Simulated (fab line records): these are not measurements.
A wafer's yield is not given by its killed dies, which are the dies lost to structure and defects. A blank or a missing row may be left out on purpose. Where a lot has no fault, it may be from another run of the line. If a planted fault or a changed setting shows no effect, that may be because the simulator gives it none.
Which of the tools did it? | flow nand-harc | 6 lots with 18 wafers sampled at 5 steps, on a route of 1302 steps

== WHAT THE GAUGES SHOWED, per wafer ==
NHARC_END_SORT_01.
lot  | measured     | on        | killed-at-array
L577 | day 25 01:41 | prober-02 | 18 20 16
L586 | day 28 08:12 | prober-02 | 671 672 666
L591 | day 30 00:08 | prober-02 | 40 52 43
L595 | day 32 01:04 | prober-02 | 31 20 35

== WHAT TOOL EACH LOT RAN ON (gives the tool, then ch and the chambers of the sampled wafers, and finally the start) ==
lot  | NHARC_A_STAIRCASE_ETCH_201                    | NHARC_A_STAIRCASE_STRIP_205          | NHARC_A_STAIRCASE_TRIM_222         | NHARC_A_STAIRCASE_ETCH_225
L577 | rie-diel-13 ch 0,1,3, day 16 02:08 or earlier | plasma-asher-01 ch 0,1, day 16 02:08 | rie-diel-11 ch 0,2,3, day 16 03:59 | rie-diel-11 ch 0,1,2, day 25 01:41 or earlier
L586 | rie-diel-13 ch 1,2,3, day 20 04:47 or earlier | plasma-asher-02 ch 0,1, day 20 04:47 | rie-diel-11 ch 2,3, day 20 06:31   | rie-diel-11 ch 2,3, day 28 08:12 or earlier
L591 | rie-diel-03 ch 1,3, day 21 21:29 or earlier   | plasma-asher-01 ch 0,1, day 21 21:29 | rie-diel-03 ch 0,1,3, day 21 23:18 | rie-diel-03 ch 1,2,3, day 30 00:08 or earlier
L595 | rie-diel-03 ch 1,2,3, day 23 14:19 or earlier | plasma-asher-01 ch 0,1, day 23 14:19 | rie-diel-03 ch 0,3, day 23 16:10   | rie-diel-03 ch 1,3, day 32 01:04 or earlier
L597 | rie-diel-03 ch 1,3, day 24 23:10 or earlier   | plasma-asher-01 ch 0,1, day 24 23:10 | rie-diel-03 ch 1,2,3, day 25 00:59 | rie-diel-03 ch 0,3, no start
L599 | rie-diel-11 ch 1,3, day 25 14:44 or earlier   | plasma-asher-02 ch 0,1, day 25 14:44 | rie-diel-03 ch 0,2,3, day 25 16:39 | rie-diel-03 ch 0,2,3, no start
- NHARC_A_STAIRCASE_ETCH_201: etches the open film in C4F8/O2, target depth 100 nm, time 40.5 s.
- NHARC_A_STAIRCASE_STRIP_205: strips in O2.
- NHARC_A_STAIRCASE_TRIM_222: chemistry O2, time 211.2 s.
- NHARC_A_STAIRCASE_ETCH_225: etches the open film in C4F8/O2, target depth 100 nm, time 40.5 s.

== THE ANSWER, worked out from the rows above alone ==
Rule: what is usual is taken from the lots themselves. Put in order of their means at a reading, lots are off if they are a third of the lots or fewer, leave a main group of 4 or more, and stand apart from it by a gap of 3 or more times the standard deviation of the main group's means; of several such gaps the widest counts. A main group whose means are all the same, to the digits that the tables above print for the reading, isn't used. A lot without any number at a reading at which 4 lots or more have one is off too. Any other lot the step has rows for is counted as sound.
None of the lots is off at any reading shown; this tells nothing.

== WHAT HAD BEEN PUT IN BY THE SIMULATOR ==
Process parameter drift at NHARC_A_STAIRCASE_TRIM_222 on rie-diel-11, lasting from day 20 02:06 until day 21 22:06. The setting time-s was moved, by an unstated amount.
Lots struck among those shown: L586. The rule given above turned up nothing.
